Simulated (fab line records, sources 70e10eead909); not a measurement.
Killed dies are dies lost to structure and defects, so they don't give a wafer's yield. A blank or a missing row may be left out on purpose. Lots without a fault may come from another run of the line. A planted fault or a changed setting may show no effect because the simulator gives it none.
fab line records | flow nand_harc
record lots=24 wafers=72 last_day=24
route steps=1159 shown A_CONTACT@859 A_BLC@975
lots that met no fault: from a run of the same line without faults
start_h: hours from the record's first day to the start of the lot's first wafer shown | wait_h: hours since the lot's step before | " the same as in the row above | L1.1+2: a row that stands for several wafers | - no value, or no start given | * or withheld: withheld | < > ~ a bound
route shown NAME@n: a module of which the file shows steps, and the number in the route of the first | usual: mean/standard deviation of fault-free wafers | same: alike in all rows | chamber/n: place in a boat | sites: the reading at each site | _std_site: their standard deviation | _edge_site: outer sites' mean less inner sites' | radius_mm: how far each site lies from the wafer's centre | mask NAME#n: copy n | behind: the tool/chamber that last shaped the wafer | hold: why the lot was held/for how many hours/how that ended | device: the transistor (n, p or np) that didn't switch | end of line: the same wafers' tests at the end of the route | a step without rows: its recipe alone | killed: dies lost to structure and defects at the first sort, not the wafer's yield | map: a wafer's dies, x killed, . not, _ none there
set.NAME: the setting as run; set.NAME@STEP: as run at that earlier step | model.NAME: the simulator's own value behind a step, which no gauge read
steps of the route over a sample of lots; a table a step, a row a wafer
services: from which hour (start_h, from the record's first day; less than 0 if before it) a tool's chamber was out of use, for how many hours, and why
## steps
# step NHARC_A_CONTACT_ETCH_49
# recipe target_depth_a=2600 over_etch_frac=0.3 time_s=475.3 ion_energy_ev=200 n2_flow_sccm=150 h2_flow_sccm=150 ar_flow_sccm=0 rf_w=400 bias_w=150 chemistry=N2/H2
# usual drypump_motor_current_A=5.8/0.44 oes_product_au=0.997/0.01 rf_vpp_V=428.7/2.7 showerhead_plenum_p_Torr=1.98/0.087 throttle_valve_pct=14.171/0.0087
# same over_etch_frac=0.3
# columns lot.wafer tool chamber start_h wait_h drypump_motor_current_A oes_product_au rf_hours_counter_h rf_vpp_V showerhead_plenum_p_Torr throttle_valve_pct
L076.2 rie_diel-05 0 - - 5.8 0.995 2 426.2 1.90 14.178
L076.1 " 2 " " 6.7 1.002 2 425.4 1.93 14.171
L076.6 " 3 " " 5.7 0.983 - 432.5 2.13 14.166
L074.3 rie_diel-05 0 - - 5.9 1.004 3 425.5 1.90 14.168
L074.4 " 1 " " 5.2 1.005 3 426.2 1.91 14.167
L074.1 " 2 " " 6.7 0.995 3 427.6 1.93 14.163
L075.4 rie_diel-05 0 - - 5.9 1.005 3 426.2 1.90 14.172
L075.3 " 2 " " 6.6 1.002 3 427.7 1.93 14.172
L075.5 " 3 " " 5.7 0.985 - 433.1 2.13 14.173
L077.2 rie_diel-02 3 - - 5.9 1.017 14 431.7 2.08 14.164
L077.4 " 0 " " 6.4 0.999 15 426.2 1.89 14.171
L077.1 " 2 " " 5.4 1.011 14 432.2 2.13 14.183
L078.1 rie_diel-05 1 - - 5.2 0.991 6 427.0 1.91 14.175
L078.3 " 2 " " 6.7 1.000 7 426.2 1.93 14.163
L078.6 " 1 " " 5.2 0.993 - 426.5 1.91 14.170
L080.1 rie_diel-05 0 - - 5.9 0.999 12 425.2 1.90 14.186
L080.4 " 3 " " 5.7 0.971 12 433.6 2.12 14.185
L080.5 " 0 " " 5.9 0.992 - 426.9 1.90 14.163
L079.3 rie_diel-05 0 - - 5.9 0.999 13 425.8 1.90 14.172
L079.1 " 1 " " 5.2 0.999 12 426.4 1.91 14.176
L079.5 " 3 " " 5.7 0.986 - 433.6 2.12 14.186
L081.4 rie_diel-05 0 - - 5.9 0.993 13 427.7 1.90 14.168
L081.3 " 1 " " 5.2 0.992 12 425.1 1.91 14.189
L081.2 " 2 " " 6.6 1.000 12 429.0 1.93 14.162
L082.1 rie_diel-05 3 - - 5.7 0.979 16 434.3 2.12 14.172
L082.2 " 0 " " 5.9 0.992 16 426.8 1.90 14.171
L082.4 " 1 " " 5.2 0.986 15 426.9 1.91 14.181
L083.1 rie_diel-13 2 - - 5.7 0.988 50 427.5 1.94 14.167
L083.2 " 1 " " 5.6 1.000 48 432.0 2.03 14.166
L083.5 " 3 " " 5.7 1.011 - 432.7 2.06 14.180
L084.3 rie_diel-05 3 - - 5.6 0.995 18 432.1 2.12 14.163
L084.4 " 1 " " 5.2 0.998 16 426.5 1.91 14.170
L084.5 " 2 " " 6.7 0.991 - 428.7 1.93 14.171
L087.3 rie_diel-05 2 - - 6.6 0.994 18 428.5 1.93 14.167
L087.2 " 0 " " 5.9 0.985 19 427.0 1.90 14.163
L087.5 " 1 " " 5.2 0.996 - 425.8 1.91 14.159
L088.2 rie_diel-13 3 - - 5.7 1.007 55 431.0 2.05 14.162
L088.3 " 1 " " 5.6 1.011 55 430.6 2.03 14.176
L088.4 " 2 " " 5.7 0.989 56 428.0 1.94 14.174
L086.1 rie_diel-13 1 - - 5.6 1.004 60 429.7 2.03 14.190
L086.3 " 2 " " 5.6 0.991 60 427.7 1.94 14.175
L086.5 " 2 " " 5.7 0.997 - 427.1 1.94 14.178
L089.4 rie_diel-02 1 - - 6.0 0.984 38 429.5 2.02 14.159
L089.5 " 0 " " 6.4 0.999 - 425.7 1.88 14.174
L089.6 " 1 " " 6.0 0.992 - 430.5 2.02 14.171
L085.3 rie_diel-02 2 - - 5.4 1.005 38 431.8 2.12 14.176
L085.4 " 0 " " 6.4 0.999 40 425.0 1.88 14.191
L085.5 " 1 " " 5.9 0.989 - 429.6 2.02 14.183
L092.3 rie_diel-05 2 - - 6.7 0.997 24 426.7 1.93 14.155
L092.2 " 3 " " 5.7 0.977 27 433.0 2.12 14.166
L092.6 " 3 " " 5.7 0.974 - 433.9 2.12 14.168
L091.1 rie_diel-13 2 - - 5.6 0.995 2 426.9 1.94 14.170
L091.2 " 3 " " 5.7 1.008 2 431.0 2.05 14.178
L091.6 " 2 " " 5.7 0.996 - 427.3 1.94 14.163
L090.4 rie_diel-13 2 - - 5.7 0.993 2 427.6 1.94 14.181
L090.2 " 0 " " 5.1 1.016 3 427.3 1.92 14.162
L090.6 " 1 " " 5.6 1.007 - 430.6 2.03 14.169
L093.3 rie_diel-13 2 - - 5.7 0.998 8 427.7 1.93 14.166
L093.1 " 3 " " 5.7 0.997 9 431.1 2.05 14.168
L093.5 " 2 " " 5.7 1.000 - 427.4 1.93 14.171
L095.1 rie_diel-05 0 - - 5.9 1.003 31 425.3 1.89 14.168
L095.4 " 2 " " 6.7 0.996 28 427.7 1.93 14.175
L095.6 " 3 " " 5.7 0.979 - 432.9 2.12 14.185
L097.1 rie_diel-05 0 - - 5.9 1.020 32 426.1 1.89 14.177
L097.2 " 1 " " 5.2 0.995 29 425.9 1.90 14.166
L097.5 " 0 " " 5.8 1.013 - 425.3 1.89 14.187
L096.4 rie_diel-05 3 - - 5.7 0.985 33 432.2 2.12 14.160
L096.3 " 0 " " 5.8 1.011 33 425.7 1.89 14.180
L096.5 " 1 " " 5.2 0.993 - 426.3 1.90 14.177
L094.4 rie_diel-05 1 - - 5.2 0.992 31 426.7 1.90 14.163
L094.2 " 3 " " 5.7 0.979 33 432.9 2.12 14.172
L094.6 " 0 " " 5.9 1.009 - 427.2 1.89 14.167
# step NHARC_A_CONTACT_ETCH_116
# recipe source_w=withheld pressure_mtorr=20 bias_v=3000 time_s=94 target_depth_a=9220 ar_flow_sccm=withheld c4f8_flow_sccm=withheld o2_flow_sccm=withheld chemistry=C4F8/O2/Ar
# columns lot.wafer tool chamber start_h wait_h rf_hours_counter_h
L076.2 har_cap_etch-03 0 366.80 0.1 76
L076.1 " 1 " " 76
L076.6 " 0 " " -
L074.1 har_cap_etch-03 1 372.02 0.1 77
L074.4 " 1 " " -
L074.3 " 0 " " -
L075.3 har_cap_etch-01 1 372.74 0.1 -
L075.4 " 0 " " -
L075.5 " 0 " " -
L077.1 har_cap_etch-02 0 377.48 0.1 10
L077.2 " 1 " " 10
L077.4 " 0 " " -
L078.1 har_cap_etch-02 0 381.61 0.1 11
L078.3 " 0 " " -
L078.6 " 1 " " -
L080.1 har_cap_etch-03 1 402.18 0.1 83
L080.4 " 0 " " -
L080.5 " 1 " " -
L079.1 har_cap_etch-02 0 404.73 0.1 14
L079.3 " 0 " " -
L079.5 " 1 " " -
L081.2 har_cap_etch-01 1 407.76 0.1 66
L081.3 " 0 " " -
L081.4 " 1 " " -
L082.2 har_cap_etch-03 1 417.79 0.1 86
L082.1 " 0 " " 86
L082.4 " 1 " " -
L083.1 har_cap_etch-02 0 418.76 0.1 17
L083.2 " 1 " " 17
L083.5 " 1 " " -
L084.3 har_cap_etch-01 0 429.97 0.1 -
L084.4 " 1 " " -
L084.5 " 1 " " -
L087.2 har_cap_etch-01 0 436.11 0.1 71
L087.3 " 0 " " -
L087.5 " 1 " " -
L088.2 har_cap_etch-03 0 439.31 0.1 90
L088.4 " 1 " " -
L088.3 " 0 " " -
L086.1 har_cap_etch-01 0 448.42 0.1 74
L086.3 " 1 " " -
L086.5 " 1 " " -
L089.4 har_cap_etch-03 0 451.30 0.1 -
L089.5 " 1 " " -
L089.6 " 0 " " -
L085.3 har_cap_etch-01 1 452.72 0.1 -
L085.4 " 0 " " -
L085.5 " 1 " " -
L092.2 har_cap_etch-01 1 464.43 0.1 77
L092.3 " 0 " " -
L092.6 " 1 " " -
L091.2 har_cap_etch-02 0 468.97 0.1 25
L091.1 " 1 " " 25
L091.6 " 0 " " -
L090.2 har_cap_etch-01 1 469.44 0.1 79
L090.4 " 1 " " -
L090.6 " 0 " " -
L093.1 har_cap_etch-02 1 481.82 0.1 28
L093.3 " 1 " " -
L093.5 " 0 " " -
L095.1 har_cap_etch-03 1 499.96 0.1 99
L095.4 " 1 " " -
L095.6 " 1 " " -
L097.1 har_cap_etch-02 1 503.13 0.1 31
L097.2 " 0 " " 31
L097.5 " 0 " " -
L096.3 har_cap_etch-01 0 505.29 0.1 -
L096.4 " 1 " " -
L096.5 " 0 " " -
L094.2 har_cap_etch-03 1 507.37 0.1 100
L094.4 " 0 " " -
L094.6 " 0 " " -
# step NHARC_A_CONTACT_DEP_58
# recipe target_thk_a=600 target_thk_nm=60 temp_c=400 pressure_torr=3.5 flow_sccm=200 rf_w=350 material=SiON
# usual heater_power_w=728/84
# columns lot.wafer tool chamber start_h wait_h heater_power_w
L076.2 pecvd-01 1 372.92 1.2 800
L076.1 " 2 " " 722
L076.6 " 2 " " 730
L074.3 pecvd-02 1 378.82 0.9 648
L074.1 " 2 " " 776
L074.4 " 1 " " 661
L075.3 pecvd-02 0 380.32 0.9 644
L075.4 " 0 " " 652
L075.5 " 1 " " 723
L077.1 pecvd-02 1 383.31 1.5 696
L077.2 " 2 " " 884
L077.4 " 1 " " 721
L078.3 pecvd-01 2 386.23 0.9 737
L078.1 " 0 " " 770
L078.6 " 0 " " 816
L080.1 pecvd-02 0 409.23 1.5 660
L080.5 " 2 " " 826
L080.4 " 1 " " 727
L079.1 pecvd-03 1 409.27 1.4 786
L079.3 " 2 " " 594
L079.5 " 1 " " 807
L081.2 pecvd-02 0 411.95 1.2 704
L081.3 " 1 " " 681
L081.4 " 2 " " 859
L082.2 pecvd-03 0 424.25 1.4 738
L082.1 " 1 " " 803
L082.4 " 2 " " 683
L083.1 pecvd-02 2 424.87 1.8 868
L083.2 " 0 " " 635
L083.5 " 0 " " 644
L084.3 pecvd-02 1 434.80 1.0 610
L084.4 " 2 " " 752
L084.5 " 1 " " 627
L087.2 pecvd-02 2 440.33 1.2 836
L087.3 " 1 " " 631
L087.5 " 0 " " 694
L088.2 pecvd-02 0 445.07 1.2 600
L088.3 " 1 " " 736
L088.4 " 1 " " 739
L086.1 pecvd-02 2 453.57 1.5 789
L086.3 " 0 " " 641
L086.5 " 2 " " 764
L089.6 pecvd-02 0 455.96 0.1 700
L089.4 " 1 " " 731
L089.5 " 2 " " 841
L085.3 pecvd-01 2 456.89 0.9 671
L085.4 " 2 " " 676
L085.5 " 0 " " 886
L092.2 pecvd-01 0 469.87 1.2 845
L092.3 " 1 " " 765
L092.6 " 2 " " 642
L091.2 pecvd-02 2 473.88 1.2 817
L091.1 " 0 " " 563
L091.6 " 0 " " 572
L090.2 pecvd-02 1 475.66 1.3 680
L090.4 " 1 " " 680
L090.6 " 2 " " 870
L093.1 pecvd-02 2 486.07 1.5 844
L093.3 " 0 " " 597
L093.5 " 1 " " 613
L095.1 pecvd-03 2 505.36 1.5 673
L095.4 " 2 " " 689
L095.6 " 1 " " 728
L097.2 pecvd-02 2 507.33 1.2 850
L097.1 " 0 " " 585
L097.5 " 1 " " 631
L096.3 pecvd-03 2 509.48 0.9 708
L096.4 " 1 " " 792
L096.5 " 0 " " 840
L094.2 pecvd-02 2 511.56 1.2 829
L094.6 " 2 " " 845
L094.4 " 0 " " 659
# step NHARC_A_CONTACT_CD_MEAS_69
# recipe target_cd_nm=200 landing_energy_ev=500
# usual cd_nm=199.8/0.62
# same landing_energy_ev=500
# columns lot.wafer tool chamber start_h wait_h cd_nm
L076.1 cd_sem-03 0 373.61 - 200.7
L076.2 " 0 " " 200.2
L076.6 " 0 " " 200.1
L074.1 cd_sem-02 0 379.53 - 200.3
L074.3 " 0 " " 199.9
L074.4 " 0 " " 200.3
L075.3 cd_sem-01 0 381.05 - 200.3
L075.4 " 0 " " 200.5
L075.5 " 0 " " 200.3
L077.1 cd_sem-02 0 384.00 - 200.5
L077.2 " 0 " " 199.4
L077.4 " 0 " " 199.1
L078.1 cd_sem-01 0 386.96 - 201.4
L078.3 " 0 " " 201.0
L078.6 " 0 " " 200.9
L080.1 cd_sem-01 0 409.92 - 200.5
L080.4 " 0 " " 200.1
L080.5 " 0 " " 200.7
L079.1 cd_sem-01 0 410.07 - 200.4
L079.3 " 0 " " 199.8
L079.5 " 0 " " 199.5
L081.2 cd_sem-01 0 412.52 - 198.8
L081.3 " 0 " " 199.1
L081.4 " 0 " " 199.6
L082.1 cd_sem-03 0 424.94 - 199.3
L082.2 " 0 " " 200.3
L082.4 " 0 " " 199.3
L083.1 cd_sem-01 0 425.47 - 200.0
L083.2 " 0 " " 199.6
L083.5 " 0 " " 199.9
L084.3 cd_sem-03 0 435.51 - 199.1
L084.4 " 0 " " 200.1
L084.5 " 0 " " 200.1
L087.2 cd_sem-01 0 441.06 - 200.0
L087.3 " 0 " " 200.4
L087.5 " 0 " " 200.5
L088.2 cd_sem-03 0 445.64 - 198.5
L088.3 " 0 " " 199.9
L088.4 " 0 " " 198.5
L086.1 cd_sem-03 0 454.27 - 199.9
L086.3 " 0 " " 200.4
L086.5 " 0 " " 200.2
L089.4 cd_sem-03 0 456.48 - 198.0
L089.5 " 0 " " 200.3
L089.6 " 0 " " 199.4
L085.3 cd_sem-03 0 457.61 - 201.1
L085.4 " 0 " " 200.1
L085.5 " 0 " " 200.1
L092.2 cd_sem-03 0 470.47 - 199.8
L092.3 " 0 " " 200.1
L092.6 " 0 " " 200.2
L091.1 cd_sem-01 0 474.58 - 199.5
L091.2 " 0 " " 198.8
L091.6 " 0 " " 199.0
L090.2 cd_sem-03 0 476.37 - 199.0
L090.4 " 0 " " 199.8
L090.6 " 0 " " 199.7
L093.1 cd_sem-03 0 486.77 - 199.1
L093.3 " 0 " " 200.1
L093.5 " 0 " " 199.0
L095.1 cd_sem-03 0 505.95 - 200.3
L095.4 " 0 " " 199.8
L095.6 " 0 " " 200.0
L097.1 cd_sem-03 0 508.05 - 199.6
L097.2 " 0 " " 199.6
L097.5 " 0 " " 199.5
L096.3 cd_sem-03 0 510.21 - 200.3
L096.4 " 0 " " 200.2
L096.5 " 0 " " 200.2
L094.2 cd_sem-01 0 512.13 - 199.9
L094.4 " 0 " " 199.8
L094.6 " 0 " " 199.2
# step NHARC_A_CONTACT_ETCH_135
# recipe source_w=withheld pressure_mtorr=20 bias_v=3000 time_s=132 target_depth_a=12870 ar_flow_sccm=withheld c4f8_flow_sccm=withheld o2_flow_sccm=withheld chemistry=C4F8/O2/Ar
# columns lot.wafer tool chamber start_h wait_h rf_hours_counter_h
L076.2 har_cap_etch-03 1 384.41 0.2 81
L076.1 " 0 " " 81
L076.6 " 1 " " -
L074.1 har_cap_etch-02 1 387.57 0.2 12
L074.3 " 0 " " -
L074.4 " 1 " " -
L075.4 har_cap_etch-01 0 389.86 0.1 -
L075.3 " 1 " " -
L075.5 " 1 " " -
L077.2 har_cap_etch-02 0 391.96 0.2 13
L077.1 " 1 " " 13
L077.4 " 0 " " -
L078.1 har_cap_etch-01 1 394.97 0.2 65
L078.3 " 0 " " -
L078.6 " 0 " " -
L080.1 har_cap_etch-01 0 418.38 0.2 68
L080.4 " 0 " " -
L080.5 " 0 " " -
L079.1 har_cap_etch-03 1 419.23 0.2 87
L079.3 " 1 " " -
L079.5 " 0 " " -
L081.2 har_cap_etch-01 1 420.94 0.2 69
L081.4 " 1 " " -
L081.3 " 0 " " -
L082.1 har_cap_etch-02 0 433.18 0.2 19
L082.2 " 1 " " 19
L082.4 " 0 " " -
L083.2 har_cap_etch-03 1 434.64 0.2 89
L083.1 " 0 " " 89
L083.5 " 0 " " -
L084.3 har_cap_etch-02 1 443.70 0.1 -
L084.4 " 0 " " -
L084.5 " 0 " " -
L087.2 har_cap_etch-02 1 449.10 0.2 22
L087.3 " 0 " " -
L087.5 " 1 " " -
L088.2 har_cap_etch-02 0 454.35 0.2 22
L088.3 " 1 " " -
L088.4 " 0 " " -
L086.1 har_cap_etch-03 1 463.37 0.2 95
L086.3 " 1 " " -
L086.5 " 1 " " -
L089.4 har_cap_etch-02 0 464.36 0.1 -
L089.6 " 1 " " -
L089.5 " 0 " " -
L085.3 har_cap_etch-03 1 465.45 0.1 -
L085.4 " 0 " " -
L085.5 " 0 " " -
L092.2 har_cap_etch-03 0 479.53 0.2 97
L092.3 " 0 " " -
L092.6 " 0 " " -
L091.2 har_cap_etch-01 0 484.37 0.2 81
L091.1 " 1 " " 81
L091.6 " 0 " " -
L090.2 har_cap_etch-03 0 485.53 0.2 98
L090.4 " 0 " " -
L090.6 " 1 " " -
L093.1 har_cap_etch-01 0 495.09 0.2 82
L093.3 " 0 " " -
L093.5 " 0 " " -
L097.2 har_cap_etch-03 0 516.17 0.2 103
L097.1 " 1 " " 103
L097.5 " 0 " " -
L095.1 har_cap_etch-02 1 516.30 0.2 34
L095.4 " 0 " " -
L095.6 " 0 " " -
L096.3 har_cap_etch-03 0 521.33 0.1 -
L096.4 " 1 " " -
L096.5 " 1 " " -
L094.2 har_cap_etch-03 1 524.56 0.2 104
L094.4 " 1 " " -
L094.6 " 0 " " -
# step NHARC_A_BLC_OVL_MEAS_11
# usual overlay_x_nm=-0.2/0.95 overlay_y_nm=0.3/0.81
# columns lot.wafer tool chamber start_h wait_h overlay_x_nm overlay_y_nm
L076.1 overlay-01 - 397.81 - 0.5 -0.3
L076.2 " - " " 0.6 0.1
L076.6 " - " " 0.5 0.2
L074.1 overlay-01 - 399.63 - -0.2 0.3
L074.3 " - " " -0.4 0.6
L074.4 " - " " 0.1 1.0
L075.3 overlay-01 - 400.48 - -2.4 -0.1
L075.4 " - " " -1.6 -0.1
L075.5 " - " " -2.1 0.5
L077.1 overlay-02 - 402.80 - -1.9 -0.9
L077.2 " - " " -1.5 -0.1
L077.4 " - " " -1.4 0.1
L078.1 overlay-02 - 403.55 - 0.9 0.7
L078.3 " - " " 0.9 0.8
L078.6 " - " " 1.0 0.6
L080.1 overlay-01 - 422.45 - -0.6 -0.3
L080.4 " - " " -0.3 -0.2
L080.5 " - " " -0.6 -0.4
L079.1 overlay-02 - 423.76 - 0.2 0.0
L079.3 " - " " 0.2 0.2
L079.5 " - " " 0.4 0.3
L081.2 overlay-02 - 424.98 - 0.6 0.1
L081.3 " - " " 0.9 -0.1
L081.4 " - " " 0.5 -0.2
L082.1 overlay-01 - 446.00 - -1.3 0.2
L082.2 " - " " -0.8 0.2
L082.4 " - " " -0.8 -0.2
L083.1 overlay-01 - 446.74 - 1.0 2.7
L083.2 " - " " 0.3 2.6
L083.5 " - " " -0.4 2.6
L084.3 overlay-02 - 448.54 - 1.3 -0.6
L084.4 " - " " 1.6 0.2
L084.5 " - " " 1.2 0.0
L087.2 overlay-01 - 453.38 - 0.4 0.5
L087.3 " - " " 0.2 0.4
L087.5 " - " " 0.4 0.2
L088.2 overlay-01 - 464.64 - -1.7 1.6
L088.3 " - " " -1.6 1.4
L088.4 " - " " -1.0 2.0
L086.1 overlay-02 - 475.30 - -0.3 -1.1
L086.3 " - " " -0.4 -1.0
L086.5 " - " " -0.4 -0.9
L089.4 overlay-02 - 475.93 - -0.3 -1.4
L089.5 " - " " -0.2 -1.6
L089.6 " - " " -0.4 -1.5
L085.3 overlay-02 - 476.67 - -0.6 0.2
L085.4 " - " " -0.4 -0.4
L085.5 " - " " -0.9 0.0
L092.2 overlay-01 - 483.54 - -0.7 0.2
L092.3 " - " " -0.6 0.7
L092.6 " - " " -0.5 0.4
L091.1 overlay-01 - 495.24 - -0.2 0.1
L091.2 " - " " -1.1 0.1
L091.6 " - " " -0.2 0.6
L090.2 overlay-02 - 500.31 - 0.5 -0.2
L090.4 " - " " 1.0 -0.5
L090.6 " - " " -0.1 0.4
L093.1 overlay-02 - 503.74 - 0.6 1.0
L093.3 " - " " 0.9 0.4
L093.5 " - " " 0.3 0.9
L097.1 overlay-01 - 520.36 - -1.6 1.0
L097.2 " - " " -1.4 0.3
L097.5 " - " " -1.2 0.6
L095.1 overlay-02 - 520.52 - -0.2 0.9
L095.4 " - " " 0.2 0.7
L095.6 " - " " -0.6 0.9
L096.3 overlay-02 - 527.89 - 1.6 0.3
L096.4 " - " " 1.5 0.0
L096.5 " - " " 1.3 -0.3
L094.2 overlay-01 - 533.13 - -0.3 1.0
L094.4 " - " " -0.5 1.0
L094.6 " - " " -0.3 1.1
## services
# columns tool chamber start_h hours kind
rie_diel-05 0 346.83 4.4 repair
pecvd-02 0 347.02 - clean
pecvd-02 1 347.02 - clean
pecvd-02 2 347.02 - clean
pecvd-03 - 350.68 0.5 repair
rie_diel-05 2 358.94 1.9 repair
pecvd-03 0 363.69 11.1 repair
rie_diel-02 - 392.47 0.8 repair
har_cap_etch-03 - 394.48 0.3 repair
har_cap_etch-01 - 396.31 0.3 repair
har_cap_etch-02 - 401.84 1.0 repair
rie_diel-13 1 404.80 1.4 repair
pecvd-01 - 405.17 9.2 repair
pecvd-01 1 417.37 3.4 repair
pecvd-01 - 418.64 13.0 pm
rie_diel-13 - 453.05 9.0 pm
pecvd-03 - 473.03 13.0 pm
rie_diel-02 - 504.89 9.0 pm
pecvd-02 - 515.17 13.0 pm
pecvd-02 0 515.17 13.0 vent_cycle
pecvd-02 1 515.17 13.0 vent_cycle
rie_diel-05 - 517.60 9.0 pm
rie_diel-02 3 518.70 3.7 repair
har_cap_etch-01 - 518.88 7.5 repair
## key
fault none
